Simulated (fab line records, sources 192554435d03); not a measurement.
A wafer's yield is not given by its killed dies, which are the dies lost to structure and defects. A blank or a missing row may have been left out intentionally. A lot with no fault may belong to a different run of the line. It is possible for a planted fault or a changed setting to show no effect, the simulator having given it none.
Chamber matching | flow n5Finfet | 4 sister chambers for N5_BEOL_M1_ETCH_70 on rieDiel-03
The step etches SOC in N2/H2, target depth 80 nm, overetch 16 nm, time 120 s. 16 wafers are shown with their chamber, then 8 later ones without.

== EACH WAFER AND ITS CHAMBER ==
wafer  | chamber | showerheadPlenumPTorr (Torr) | drypumpMotorCurrentA (A) | throttleValvePct (%)
L077.2 | 2       | 2.64                         | 5.70                     | 17.85
L077.3 | 3       | 2.40                         | 5.75                     | 17.91
L077.4 | 1       | 2.45                         | 5.60                     | 18.10
L078.1 | 3       | 2.40                         | 5.78                     | 17.90
L078.3 | 2       | 2.64                         | 5.73                     | 17.85
L078.5 | 1       | 2.45                         | 5.59                     | 18.09
L079.1 | 2       | 2.64                         | 5.71                     | 17.84
L079.2 | 1       | 2.45                         | 5.58                     | 18.10
L079.4 | 3       | 2.39                         | 5.79                     | 17.93
L080.2 | 2       | 2.63                         | 5.69                     | 17.85
L080.4 | 3       | 2.39                         | 5.79                     | 17.92
L080.5 | 3       | 2.39                         | 5.80                     | 17.91
L082.1 | 0       | 2.53                         | 6.29                     | 18.10
L082.4 | 1       | 2.44                         | 5.58                     | 18.11
L082.6 | 0       | 2.53                         | 6.27                     | 18.12
L088.3 | 2       | 2.63                         | 5.72                     | 17.88

SIGNATURES, as means of the wafers listed above
reading               | chamber 0 | chamber 1 | chamber 2 | chamber 3 | scatter within a chamber
showerheadPlenumPTorr | 2.5300    | 2.4475    | 2.6360    | 2.3940    | 0.00512
drypumpMotorCurrentA  | 6.2800    | 5.5875    | 5.7100    | 5.7820    | 0.0157
throttleValvePct      | 18.1100   | 18.1000   | 17.8540   | 17.9140   | 0.0124
Rule: a wafer lies at a distance from a chamber equal to the root of the sum of squares, over the readings, of (its reading less the chamber's mean, divided by the reading's scatter). The wafer belongs to the nearest chamber; if the next one is less than 2 further off, it can't be placed. The scatter: take each reading less its chamber's mean, square it, sum over the shown wafers, divide by the number of wafers less the number of chambers, and take the root.

== WAFERS WITHOUT THEIR CHAMBER ==
wafer  | showerheadPlenumPTorr (Torr) | drypumpMotorCurrentA (A) | throttleValvePct (%)
L088.4 | 2.44                         | 5.59                     | 18.14
L088.6 | 2.71                         | 5.77                     | 17.45
L092.1 | 2.52                         | 6.25                     | 18.16
L092.2 | 2.62                         | 5.71                     | 17.87
L092.5 | 2.52                         | 6.26                     | 18.16
L094.2 | 2.52                         | 6.26                     | 18.16
L094.3 | 2.70                         | 5.80                     | 17.48
L094.6 | 2.43                         | 5.59                     | 18.16

== WHICH CHAMBER EACH ONE RAN IN ==
wafer  | from the rows above | in truth
L088.4 | 1                   | 1
L088.6 | 2                   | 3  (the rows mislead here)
L092.1 | 0                   | 0
L092.2 | 2                   | 2
L092.5 | 0                   | 0
L094.2 | 0                   | 0
L094.3 | 2                   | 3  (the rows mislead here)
L094.6 | 1                   | 1
Correctly placed: 6 of 8. Left unplaced by these rows: 0. 2 placed wrongly.
